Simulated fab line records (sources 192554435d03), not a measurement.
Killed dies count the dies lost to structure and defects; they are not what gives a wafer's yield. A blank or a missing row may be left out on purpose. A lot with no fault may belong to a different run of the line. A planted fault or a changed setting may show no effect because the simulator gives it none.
Lot-split experiment / flow n5-finfet / 39 wafers read from 7 lots, route of 1938 steps

## ABOUT THE SPLIT
At N5_DUMMY_GATE_ETCH_42 (etches SiO2 in CHF3/O2, target depth 3.5 nm, time 31 s), the setting bias-w was moved away from the recipe's 12 W on 12 of the 39 wafers read, by -17.2% to +17.3%. This setting was run at the recipe's value on the other wafers.

Reading taken at the split's own step.

## THE READING
rf-vpp-V, in V, at N5_DUMMY_GATE_ETCH_42 (etches SiO2 in CHF3/O2, target depth 3.5 nm, time 31 s). Fault-free wafers of this fab line usually give 42.7 V, standard deviation 0.96 V.

wafer=L076.1; tool, chamber at the split=rie-diel-06, 3; bias-w as run, W=9.93; against the recipe=-17.2%; rf-vpp-V, V=37.3; against lot-mates on the recipe=-5.0
wafer=L076.2; tool, chamber at the split=rie-diel-06, 0; bias-w as run, W=12; against the recipe=recipe; rf-vpp-V, V=41.5; against lot-mates on the recipe=-
wafer=L076.3; tool, chamber at the split=rie-diel-06, 1; bias-w as run, W=12; against the recipe=recipe; rf-vpp-V, V=42.5; against lot-mates on the recipe=-
wafer=L076.4; tool, chamber at the split=rie-diel-06, 2; bias-w as run, W=12; against the recipe=recipe; rf-vpp-V, V=42.9; against lot-mates on the recipe=-
wafer=L076.5; tool, chamber at the split=rie-diel-06, 2; bias-w as run, W=9.93; against the recipe=-17.2%; rf-vpp-V, V=38.1; against lot-mates on the recipe=-4.2
wafer=L076.6; tool, chamber at the split=rie-diel-06, 3; bias-w as run, W=9.93; against the recipe=-17.2%; rf-vpp-V, V=37.5; against lot-mates on the recipe=-4.8
wafer=L077.1; tool, chamber at the split=rie-diel-06, 0; bias-w as run, W=12; against the recipe=recipe; rf-vpp-V, V=42.4; against lot-mates on the recipe=-
wafer=L077.4; tool, chamber at the split=rie-diel-06, 1; bias-w as run, W=12; against the recipe=recipe; rf-vpp-V, V=43.5; against lot-mates on the recipe=-
wafer=L077.6; tool, chamber at the split=rie-diel-06, 0; bias-w as run, W=12; against the recipe=recipe; rf-vpp-V, V=42.0; against lot-mates on the recipe=-
wafer=L079.1; tool, chamber at the split=rie-diel-06, 2; bias-w as run, W=10.03; against the recipe=-16.4%; rf-vpp-V, V=37.6; against lot-mates on the recipe=-5.2
wafer=L079.2; tool, chamber at the split=rie-diel-06, 0; bias-w as run, W=12; against the recipe=recipe; rf-vpp-V, V=42.2; against lot-mates on the recipe=-
wafer=L079.3; tool, chamber at the split=rie-diel-06, 1; bias-w as run, W=10.03; against the recipe=-16.4%; rf-vpp-V, V=39.2; against lot-mates on the recipe=-3.6
wafer=L079.4; tool, chamber at the split=rie-diel-06, 3; bias-w as run, W=12; against the recipe=recipe; rf-vpp-V, V=42.0; against lot-mates on the recipe=-
wafer=L079.5; tool, chamber at the split=rie-diel-06, 0; bias-w as run, W=12; against the recipe=recipe; rf-vpp-V, V=44.2; against lot-mates on the recipe=-
wafer=L079.6; tool, chamber at the split=rie-diel-06, 1; bias-w as run, W=10.03; against the recipe=-16.4%; rf-vpp-V, V=37.5; against lot-mates on the recipe=-5.3
wafer=L080.1; tool, chamber at the split=rie-diel-06, 2; bias-w as run, W=12; against the recipe=recipe; rf-vpp-V, V=42.6; against lot-mates on the recipe=-
wafer=L080.2; tool, chamber at the split=rie-diel-06, 1; bias-w as run, W=12; against the recipe=recipe; rf-vpp-V, V=43.5; against lot-mates on the recipe=-
wafer=L080.3; tool, chamber at the split=rie-diel-06, 0; bias-w as run, W=12; against the recipe=recipe; rf-vpp-V, V=43.7; against lot-mates on the recipe=-
wafer=L080.4; tool, chamber at the split=rie-diel-06, 3; bias-w as run, W=12; against the recipe=recipe; rf-vpp-V, V=42.9; against lot-mates on the recipe=-
wafer=L080.5; tool, chamber at the split=rie-diel-06, 2; bias-w as run, W=12; against the recipe=recipe; rf-vpp-V, V=42.5; against lot-mates on the recipe=-
wafer=L080.6; tool, chamber at the split=rie-diel-06, 1; bias-w as run, W=12; against the recipe=recipe; rf-vpp-V, V=44.1; against lot-mates on the recipe=-
wafer=L083.1; tool, chamber at the split=rie-diel-02, 1; bias-w as run, W=12; against the recipe=recipe; rf-vpp-V, V=40.7; against lot-mates on the recipe=-
wafer=L083.2; tool, chamber at the split=rie-diel-02, 3; bias-w as run, W=14.07; against the recipe=+17.3%; rf-vpp-V, V=47.7; against lot-mates on the recipe=+5.4
wafer=L083.3; tool, chamber at the split=rie-diel-02, 0; bias-w as run, W=12; against the recipe=recipe; rf-vpp-V, V=44.7; against lot-mates on the recipe=-
wafer=L083.4; tool, chamber at the split=rie-diel-02, 2; bias-w as run, W=14.07; against the recipe=+17.3%; rf-vpp-V, V=49.1; against lot-mates on the recipe=+6.8
wafer=L083.5; tool, chamber at the split=rie-diel-02, 3; bias-w as run, W=14.07; against the recipe=+17.3%; rf-vpp-V, V=47.6; against lot-mates on the recipe=+5.3
wafer=L083.6; tool, chamber at the split=rie-diel-02, 2; bias-w as run, W=12; against the recipe=recipe; rf-vpp-V, V=41.5; against lot-mates on the recipe=-
wafer=L085.1; tool, chamber at the split=rie-diel-06, 1; bias-w as run, W=12; against the recipe=recipe; rf-vpp-V, V=42.7; against lot-mates on the recipe=-
wafer=L085.2; tool, chamber at the split=rie-diel-06, 0; bias-w as run, W=12; against the recipe=recipe; rf-vpp-V, V=43.2; against lot-mates on the recipe=-
wafer=L085.3; tool, chamber at the split=rie-diel-06, 3; bias-w as run, W=12; against the recipe=recipe; rf-vpp-V, V=41.6; against lot-mates on the recipe=-
wafer=L085.4; tool, chamber at the split=rie-diel-06, 2; bias-w as run, W=12; against the recipe=recipe; rf-vpp-V, V=43.6; against lot-mates on the recipe=-
wafer=L085.5; tool, chamber at the split=rie-diel-06, 0; bias-w as run, W=12; against the recipe=recipe; rf-vpp-V, V=43.1; against lot-mates on the recipe=-
wafer=L085.6; tool, chamber at the split=rie-diel-06, 1; bias-w as run, W=12; against the recipe=recipe; rf-vpp-V, V=43.0; against lot-mates on the recipe=-
wafer=L091.1; tool, chamber at the split=rie-diel-06, 2; bias-w as run, W=13.32; against the recipe=+11.0%; rf-vpp-V, V=47.1; against lot-mates on the recipe=+4.0
wafer=L091.2; tool, chamber at the split=rie-diel-06, 0; bias-w as run, W=12; against the recipe=recipe; rf-vpp-V, V=43.0; against lot-mates on the recipe=-
wafer=L091.3; tool, chamber at the split=rie-diel-06, 1; bias-w as run, W=12; against the recipe=recipe; rf-vpp-V, V=42.7; against lot-mates on the recipe=-
wafer=L091.4; tool, chamber at the split=rie-diel-06, 3; bias-w as run, W=13.32; against the recipe=+11.0%; rf-vpp-V, V=44.3; against lot-mates on the recipe=+1.2
wafer=L091.5; tool, chamber at the split=rie-diel-06, 3; bias-w as run, W=13.32; against the recipe=+11.0%; rf-vpp-V, V=46.6; against lot-mates on the recipe=+3.5
wafer=L091.6; tool, chamber at the split=rie-diel-06, 0; bias-w as run, W=12; against the recipe=recipe; rf-vpp-V, V=43.6; against lot-mates on the recipe=-

THE FIT
A straight line over all 39 wafers: rf-vpp-V changes by +0.298 V for each +1% of bias-w; r = +0.95; the points scatter about the line by 0.9 V.
The same after taking each lot's own level away (the mean of its wafers on the recipe; 39 wafers): +0.295 V for each +1%; r = +0.95; scatter 0.89 V.
According to that fit, moving bias-w by its largest amount changes the reading by 5.1 V.
From 42.30 to 43.22 V: that is the span of the lots' own levels, equal to 1.0 times the standard deviation above.
So the lot-to-lot level changes the slope little: the two slopes agree.
Check: +5.12 V against its lot-mates is what the line predicts for one of the wafers moved furthest among these (+17.3%) when that wafer is left out of the fit. Against them it came out at +5.4 V.
Tool readings at the split's step, against how far the setting was moved: rf-vpp-V r = +0.95.

## OTHER SPLITS APPLIED TO THESE WAFERS
These wafers also went through other splits before the reading. Each is held against what the fit with the lots' levels taken away leaves over:
other split on the same wafers=N5_DUMMY_GATE_CVD_03 temp-c; wafers away from the commonest value=24; r with rf-vpp-V (lot level and that fit taken away)=+0.09
other split on the same wafers=N5_DUMMY_GATE_EXPOSE_12 dose-mj; wafers away from the commonest value=18; r with rf-vpp-V (lot level and that fit taken away)=+0.19

## FILE'S OWN FIT
rf-vpp-V changes by +0.296 V for each +1% of bias-w, r = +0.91.
